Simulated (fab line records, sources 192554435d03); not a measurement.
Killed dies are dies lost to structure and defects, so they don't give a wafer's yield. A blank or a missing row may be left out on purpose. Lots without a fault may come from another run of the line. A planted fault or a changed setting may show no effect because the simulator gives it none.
Which tool did it? | flow n5_finfet | 12 lots, 35 wafers sampled, at 4 steps of a route of 1938

WHAT THE GAUGES READ, wafer by wafer
N5_SD_EPI_P_OVL_MEAS_10. Usual: SD_P_BLK_OVL 0.1 nm, standard deviation 0.72.
lot  | measured    | on         | SD_P_BLK_OVL (nm) | flag
L986 | day 3 17:04 | overlay-01 | -0.4 -0.5 -0.4    |
L989 | day 4 12:40 | overlay-01 | -0.6 -0.6         |
L990 | day 4 21:45 | overlay-01 | -0.4 -0.7 1.3     |
L991 | day 5 01:50 | overlay-01 | 0.5 0.4 0.8       |
L993 | day 5 16:20 | overlay-01 | 0.6 0.7 -0.4      |
L995 | day 6 01:25 | overlay-02 | -1.1 -0.7 -1.1    |
L100 | day 7 14:28 | overlay-02 | -0.4 -0.1 0.2     |
L101 | day 7 18:25 | overlay-01 | 0.5 0.2 -0.2      |
L102 | day 7 20:00 | overlay-02 | 0.5 -0.8 0.3      |
L103 | day 8 07:27 | overlay-02 | 0.2 0.5 0.0       |
L104 | day 8 08:07 | overlay-02 | -0.4 0.7 0.6      |
L107 | day 9 02:52 | overlay-01 | 0.0 -0.3 -1.4     |

N5_SD_EPI_P_INSPECT_26: inspects for defects (darkfield). Usual: raw_defect_count 173, standard deviation 35.
lot  | measured    | on                | raw_defect_count | flag
L986 | day 3 20:51 | defect_inspect-02 | 171 139 177      |
L989 | day 4 16:42 | defect_inspect-01 | 142 179          |
L990 | day 5 01:50 | defect_inspect-01 | 134 121 130      |
L991 | day 5 05:37 | defect_inspect-02 | 218 273 217      |
L993 | day 5 20:10 | defect_inspect-02 | 216 224 177      |
L995 | day 6 05:12 | defect_inspect-01 | 153 106 173      |
L100 | day 7 18:14 | defect_inspect-02 | 177 168 130      |
L101 | day 7 22:18 | defect_inspect-02 | 607 640 583      | OFF
L102 | day 7 23:47 | defect_inspect-01 | 599 584 562      | OFF
L103 | day 8 11:18 | defect_inspect-02 | 167 189 159      |
L104 | day 8 12:22 | defect_inspect-01 | 166 163 206      |
L107 | day 9 06:39 | defect_inspect-02 | 166 118 147      |

WHICH TOOL RAN EACH LOT (tool, then ch and the chambers of the sampled wafers, then the start)
lot  | N5_SD_EPI_P_DESCUM_14             | N5_SD_EPI_P_STRIP_40
L986 | rie_diel-01 ch 0,2,3, day 3 17:07 | plasma_asher-01 ch 0,1, day 3 17:58
L989 | rie_diel-03 ch 1,3, day 4 12:59   | plasma_asher-01 ch 0,1, day 4 13:49
L990 | rie_diel-03 ch 1,2,3, day 4 21:49 | plasma_asher-01 ch 0,1, day 4 22:58
L991 | rie_diel-03 ch 1,2, day 5 01:54   | plasma_asher-02 ch 0,1, day 5 02:44
L993 | rie_diel-03 ch 0,1,2, day 5 16:27 | plasma_asher-01 ch 0,1, day 5 17:17
L995 | rie_diel-02 ch 1,2,3, day 6 01:28 | plasma_asher-02 ch 0,1, day 6 02:18
L100 | rie_diel-01 ch 0,1,2, day 7 14:32 | plasma_asher-01 ch 0,1, day 7 15:22
L101 | rie_diel-01 ch 0,2, day 7 18:28   | plasma_asher-02 ch 0,1, day 7 19:18
L102 | rie_diel-01 ch 0,1,3, day 7 20:03 | plasma_asher-02 ch 0, day 7 20:53
L103 | rie_diel-01 ch 1,2, day 8 07:34   | plasma_asher-01 ch 0,1, day 8 08:26
L104 | rie_diel-01 ch 1,2, day 8 08:39   | plasma_asher-01 ch 0,1, day 8 09:29
L107 | rie_diel-03 ch 0,1, day 9 02:56   | plasma_asher-01 ch 0,1, day 9 03:46
- N5_SD_EPI_P_DESCUM_14: chemistry O2, time 7.9 s.
- N5_SD_EPI_P_STRIP_40: strips in N2/H2.

WHAT THE TOOLS THEMSELVES READ (means of the sampled wafers that have a number; where no wafer has one, the mark that the record gives instead)
N5_SD_EPI_P_DESCUM_14. Usual: drypump_motor_current_A 5.7 A, standard deviation 0.4; oes_product_au 0.75 a.u., standard deviation 0.055; rf_vpp_V 242.9 V, standard deviation 1.2; showerhead_plenum_p_Torr 2.09 Torr, standard deviation 0.07; throttle_valve_pct 20.6 %, standard deviation 0.3.
lot  | tool        | drypump_motor_current_A (A) | oes_product_au (a.u.) | rf_vpp_V (V) | showerhead_plenum_p_Torr (Torr) | throttle_valve_pct (%) | flag
L986 | rie_diel-01 | 6.2                         | 0.76                  | 242.7        | 2.11                            | 20.5                   |
L989 | rie_diel-03 | 5.2                         | 0.73                  | 243.1        | 2.04                            | 20.6                   |
L990 | rie_diel-03 | 5.4                         | 0.72                  | 242.4        | 2.05                            | 20.8                   |
L991 | rie_diel-03 | 5.3                         | 0.70                  | 242.8        | 2.06                            | 20.9                   |
L993 | rie_diel-03 | 5.4                         | 0.71                  | 243.3        | 2.11                            | 20.9                   |
L995 | rie_diel-02 | 5.6                         | 0.79                  | 243.2        | 2.08                            | 20.4                   |
L100 | rie_diel-01 | 5.9                         | 0.75                  | 242.9        | 2.09                            | 20.3                   |
L101 | rie_diel-01 | 6.2                         | 0.75                  | 244.5        | 2.15                            | 20.2                   |
L102 | rie_diel-01 | 5.9                         | 0.74                  | 241.5        | 2.03                            | 20.6                   |
L103 | rie_diel-01 | 5.6                         | 0.75                  | 241.8        | 2.05                            | 20.3                   |
L104 | rie_diel-01 | 5.8                         | 0.75                  | 243.1        | 2.11                            | 20.2                   |
L107 | rie_diel-03 | 5.2                         | 0.69                  | 243.8        | 2.10                            | 20.8                   |

N5_SD_EPI_P_STRIP_40. Usual: drypump_motor_current_A 5.61 A, standard deviation 0.25; heater_power_w 362 W, standard deviation 31; oes_product_au 0.761 a.u., standard deviation 0.011.
lot  | tool            | drypump_motor_current_A (A) | heater_power_w (W) | oes_product_au (a.u.) | flag
L986 | plasma_asher-01 | 5.63                        | 393                | 0.754                 |
L989 | plasma_asher-01 | 5.70                        | 386                | 0.768                 |
L990 | plasma_asher-01 | 5.64                        | 381                | 0.757                 |
L991 | plasma_asher-02 | 5.41                        | 329                | 0.761                 |
L993 | plasma_asher-01 | 5.74                        | 378                | 0.760                 |
L995 | plasma_asher-02 | 5.59                        | 337                | 0.762                 |
L100 | plasma_asher-01 | 5.74                        | 378                | 0.768                 |
L101 | plasma_asher-02 | 5.40                        | 326                | 0.765                 |
L102 | plasma_asher-02 | 5.22                        | 301                | 0.757                 |
L103 | plasma_asher-01 | 5.64                        | 383                | 0.757                 |
L104 | plasma_asher-01 | 5.76                        | 382                | 0.771                 |
L107 | plasma_asher-01 | 5.65                        | 379                | 0.752                 |

THE ANSWER, worked out from the rows above alone
Rule: a lot is off if the mean of its wafers that have a number lies more than 3 standard deviations from the usual mean. A lot without any number at a reading at which 4 lots or more have one is off too. The other lots that the step has rows for count as sound. The gauges are gone through in route order, then the tools' own readings, and for those a lot's mean is taken as printed above. The first step at which some lot is off is used, and at that step the reading that is off furthest; a lot without a number counts as furthest.
Off: L101, L102, at N5_SD_EPI_P_INSPECT_26 (raw_defect_count).
A tool fits if, at a process step before that reading, it ran every lot that is off, and no sound lot after the first of them. The gauges at N5_SD_EPI_P_INSPECT_26 are tried like those tools. One fits: plasma_asher-02 at N5_SD_EPI_P_STRIP_40. Its last sound lot is L995 (day 6 02:18), its first lot that is off L101 (day 7 19:18): a fault that began between those two fits.

WHAT THE SIMULATOR HAD PUT IN
Chamber particle source: plasma_asher-02, from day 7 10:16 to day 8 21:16, at N5_SD_EPI_P_STRIP_40. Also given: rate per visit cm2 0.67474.
Lots struck among those shown: L101, L102. The rule above found the same.
